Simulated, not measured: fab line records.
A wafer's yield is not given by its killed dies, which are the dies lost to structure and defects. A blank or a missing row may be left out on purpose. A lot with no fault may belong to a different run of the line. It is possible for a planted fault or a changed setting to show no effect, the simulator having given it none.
Chamber matching / flow n5Finfet / N5_BEOL_M0_SAQP_ILD_DEP_01 on pecvd-04 has 3 sister chambers
The step deposits SiOC from DEMS/O2, target thk 45.419 nm, time 8.7 s. 3 wafers are shown with their chamber, then 9 later ones without.

== EACH WAFER AND ITS CHAMBER ==
wafer=L088.2; chamber=2; throttleValvePct (%)=10.9
wafer=L089.1; chamber=1; throttleValvePct (%)=11.8
wafer=L089.4; chamber=0; throttleValvePct (%)=12.2

== WAFERS MISSING THEIR CHAMBER ==
wafer=L091.1; throttleValvePct (%)=12.1
wafer=L091.3; throttleValvePct (%)=11.1
wafer=L091.4; throttleValvePct (%)=12.1
wafer=L096.2; throttleValvePct (%)=12.1
wafer=L096.3; throttleValvePct (%)=11.1
wafer=L096.4; throttleValvePct (%)=11.7
wafer=L097.1; throttleValvePct (%)=11.0
wafer=L097.2; throttleValvePct (%)=11.9
wafer=L097.6; throttleValvePct (%)=11.1

== EACH ONE'S CHAMBER ==
wafer=L091.1; from the rows above=can't be placed: 0 or 1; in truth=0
wafer=L091.3; from the rows above=2; in truth=2
wafer=L091.4; from the rows above=can't be placed: 0 or 1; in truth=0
wafer=L096.2; from the rows above=can't be placed: 0 or 1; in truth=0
wafer=L096.3; from the rows above=2; in truth=2
wafer=L096.4; from the rows above=1; in truth=1
wafer=L097.1; from the rows above=2; in truth=2
wafer=L097.2; from the rows above=can't be placed: 1 or 0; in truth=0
wafer=L097.6; from the rows above=2; in truth=2
5 of 9 placed correctly. These rows do not allow placing 4 (true chamber among the candidates in 4). Number placed wrongly: 0.
How it was worked out, from the rows above alone: a wafer's distance from a chamber is the root of the sum, over the readings, of the square of ((its reading less the chamber's mean) divided by the reading's scatter). If the next closest chamber is less than 2 further off than the closest, the wafer can't be placed; otherwise it belongs to the closest. For every chamber, the mean is computed from those of its wafers that are shown. The scatter (one wafer shown for each chamber): square how far every hidden wafer sits from the nearest shown wafer, average those squares and take the square root.
